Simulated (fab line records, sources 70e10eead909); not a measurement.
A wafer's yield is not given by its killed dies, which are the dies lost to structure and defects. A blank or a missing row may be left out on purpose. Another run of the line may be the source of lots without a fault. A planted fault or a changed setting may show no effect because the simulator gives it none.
Matching of chambers || flow nand_harc || NHARC_A_CHANNEL_HOLE_D1_ETCH_38 on rie_diel-10: 4 sister chambers
The step etches the open film in CF4, target depth 39 nm, time 65 s. 4 wafers are shown with their chamber, then 7 later ones without.

## WAFERS PAIRED WITH THEIR CHAMBERS
{"wafer": "L083.1", "chamber": 0, "drypump_motor_current_A (A)": 5.6}
{"wafer": "L085.1", "chamber": 2, "drypump_motor_current_A (A)": 5.7}
{"wafer": "L090.1", "chamber": 3, "drypump_motor_current_A (A)": 6.1}
{"wafer": "L090.3", "chamber": 1, "drypump_motor_current_A (A)": 6.5}

## WAFERS MISSING THEIR CHAMBER
{"wafer": "L090.6", "drypump_motor_current_A (A)": 5.8}
{"wafer": "L091.4", "drypump_motor_current_A (A)": 6.1}
{"wafer": "L091.5", "drypump_motor_current_A (A)": 6.5}
{"wafer": "L091.6", "drypump_motor_current_A (A)": 5.8}
{"wafer": "L093.2", "drypump_motor_current_A (A)": 6.1}
{"wafer": "L093.3", "drypump_motor_current_A (A)": 6.5}
{"wafer": "L093.4", "drypump_motor_current_A (A)": 5.6}

## WHICH CHAMBER EACH WENT THROUGH
{"wafer": "L090.6", "from the rows above": "can't be placed: 2 or 0", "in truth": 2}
{"wafer": "L091.4", "from the rows above": 3, "in truth": 3}
{"wafer": "L091.5", "from the rows above": 1, "in truth": 1}
{"wafer": "L091.6", "from the rows above": "can't be placed: 2 or 0", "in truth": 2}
{"wafer": "L093.2", "from the rows above": 3, "in truth": 3}
{"wafer": "L093.3", "from the rows above": 1, "in truth": 1}
{"wafer": "L093.4", "from the rows above": "can't be placed: 0 or 2", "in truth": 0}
Correctly placed: 4 of 7. Can't be placed from these rows: 3 (the true chamber is among the candidates in 3). 0 placed wrongly.
How it was worked out, from the rows above alone: a wafer's distance from a chamber is the root of the sum, over the readings, of the square of ((its reading less the chamber's mean) divided by the reading's scatter). If the next closest chamber is less than 2 further off than the closest, the wafer can't be placed; otherwise it belongs to the closest. For every chamber, the mean is computed from those of its wafers that are shown. The scatter: root of mean squared gap, hidden wafer to nearest shown wafer, with one shown wafer a chamber.
